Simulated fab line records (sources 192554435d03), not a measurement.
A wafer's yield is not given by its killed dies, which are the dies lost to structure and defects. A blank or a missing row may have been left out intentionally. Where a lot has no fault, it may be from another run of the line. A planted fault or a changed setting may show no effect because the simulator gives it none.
Split-lot study | flow n5-finfet | 39 wafers read across 7 lots, on a route 1938 steps long

## SPLIT DETAILS
At N5_MOL_CONTACT_COAG_ETCH_91 (etches SOC in N2/H2, target depth 60 nm, overetch 21 nm, time 101.2 s), the setting time-s was moved away from the recipe's 101.2 s on 15 of the 39 wafers read, by -21.8% to +16.5%. All remaining wafers had this setting at the recipe value.

Reading taken at the split's own step.

## THE READING
SiARC_of_MOL_CONTACT_COAG_COAT_76.thk-nm (the simulator's own value, which no gauge read), in nm, at N5_MOL_CONTACT_COAG_ETCH_91 (etches SOC in N2/H2, target depth 60 nm, overetch 21 nm, time 101.2 s). The file gives no usual value for it. Average 5.8 nm, standard deviation 0.15 nm, over the 24 wafers here run with the recipe.

wafer  | tool, chamber at the split | time-s as run, s | against the recipe | SiARC_of_MOL_CONTACT_COAG_COAT_76.thk-nm, nm | against lot-mates on the recipe
L078.1 | rie-diel-06, 3,0,3         | 79.12            | -21.8%             | 6.6                                          | +0.9
L078.3 | rie-diel-06, 3,0,3         | 79.12            | -21.8%             | 6.6                                          | +0.9
L078.4 | rie-diel-06, 3,0,3         | 79.12            | -21.8%             | 6.6                                          | +0.9
L078.2 | rie-diel-06, 2             | 101.2            | recipe             | 5.8                                          | -
L078.6 | rie-diel-06, 2             | 101.2            | recipe             | 5.8                                          | -
L078.5 | rie-diel-06, 0             | 101.2            | recipe             | 5.6                                          | -
L082.1 | rie-diel-06, 0,3           | 101.2            | recipe             | 5.6                                          | -
L082.4 | rie-diel-06, 0,3           | 101.2            | recipe             | 5.6                                          | -
L082.2 | rie-diel-06, 2             | 110.2            | +8.9%              | 5.6                                          | -0.1
L082.3 | rie-diel-06, 1             | 110.2            | +8.9%              | 5.2                                          | -0.5
L082.5 | rie-diel-06, 1             | 110.2            | +8.9%              | 5.2                                          | -0.5
L082.6 | rie-diel-06, 2             | 101.2            | recipe             | 6                                            | -
L085.1 | rie-diel-06, 1             | 101.2            | recipe             | 5.6                                          | -
L085.6 | rie-diel-06, 1             | 101.2            | recipe             | 5.6                                          | -
L085.2 | rie-diel-06, 2             | 101.2            | recipe             | 6                                            | -
L085.3 | rie-diel-06, 3,0,0         | 117.9            | +16.5%             | 5                                            | -0.7
L085.4 | rie-diel-06, 3,0,0         | 117.9            | +16.5%             | 5                                            | -0.7
L085.5 | rie-diel-06, 3,0,0         | 117.9            | +16.5%             | 5                                            | -0.7
L093.1 | rie-diel-01, 1,3           | 101.2            | recipe             | 5.8                                          | -
L093.2 | rie-diel-01, 1,3           | 101.2            | recipe             | 5.8                                          | -
L093.3 | rie-diel-01, 2             | 112.9            | +11.6%             | 5.6                                          | -0.3
L093.4 | rie-diel-01, 0             | 101.2            | recipe             | 6                                            | -
L093.5 | rie-diel-01, 2,1           | 112.9            | +11.6%             | 5.4                                          | -0.5
L093.6 | rie-diel-01, 2,1           | 112.9            | +11.6%             | 5.4                                          | -0.5
L095.1 | rie-diel-01, 0,1           | 89               | -12.1%             | 6.4                                          | +0.6
L095.4 | rie-diel-01, 0,1           | 89               | -12.1%             | 6.4                                          | +0.6
L095.2 | rie-diel-01, 2,2,1         | 101.2            | recipe             | 5.8                                          | -
L095.5 | rie-diel-01, 2,2,1         | 101.2            | recipe             | 5.8                                          | -
L095.6 | rie-diel-01, 2,2,1         | 101.2            | recipe             | 5.8                                          | -
L095.3 | rie-diel-01, 3             | 89               | -12.1%             | 6.2                                          | +0.4
L094.1 | rie-diel-01, 0,2,0         | 101.2            | recipe             | 6                                            | -
L094.3 | rie-diel-01, 0,2,0         | 101.2            | recipe             | 6                                            | -
L094.5 | rie-diel-01, 0,2,0         | 101.2            | recipe             | 6                                            | -
L094.2 | rie-diel-01, 3,1,3         | 101.2            | recipe             | 5.8                                          | -
L094.4 | rie-diel-01, 3,1,3         | 101.2            | recipe             | 5.8                                          | -
L094.6 | rie-diel-01, 3,1,3         | 101.2            | recipe             | 5.8                                          | -
L097.4 | rie-diel-06, 0,0,3         | 101.2            | recipe             | 5.6                                          | -
L097.5 | rie-diel-06, 0,0,3         | 101.2            | recipe             | 5.6                                          | -
L097.6 | rie-diel-06, 0,0,3         | 101.2            | recipe             | 5.6                                          | -
Rows listing several chambers each stand for several wafers; the file does not say which wafer went through which chamber.

FIT RESULTS
A straight line over all 39 wafers: SiARC_of_MOL_CONTACT_COAG_COAT_76.thk-nm changes by -0.0407 nm for each +1% of time-s; r = -0.93; the points scatter about the line by 0.15 nm.
The same after taking each lot's own level away (the mean of its wafers on the recipe; 39 wafers): -0.0412 nm for each +1%; r = -0.96; scatter 0.12 nm.
Per that fit: largest time-s move, reading shift of 0.9 nm.
From 5.60 to 5.90 nm: that is the span of the lots' own levels, equal to 2.0 times the standard deviation above.
The two slopes are in agreement: the lot-to-lot level therefore moves the slope only a little.
Check: with one of the wafers moved furthest among these (-21.8%) left out of the fit, the line predicts +0.906 nm for it against its lot-mates. Against them it came out at +0.867 nm.

## THE OTHER SPLITS THESE WAFERS WENT THROUGH
These wafers also went through other splits before the reading. Each is held against what the fit with the lots' levels taken away leaves over:
other split on the same wafers               | wafers away from the commonest value | r with SiARC_of_MOL_CONTACT_COAG_COAT_76.thk-nm (lot level and that fit taken away)
N5_GATE_CUT_EXPOSE_10 dose-mj                | 15                                   | +0.09
N5_MOL_CONTACT_COAG_CONTACT_ETCH_14 source-w | 18                                   | +0.12
N5_MOL_CONTACT_COAG_ALD_131 ald-cycles       | 12                                   | -0.12

## THE FILE'S OWN FIT
SiARC_of_MOL_CONTACT_COAG_COAT_76.thk-nm changes by -0.0412 nm for each +1% of time-s, r = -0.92.
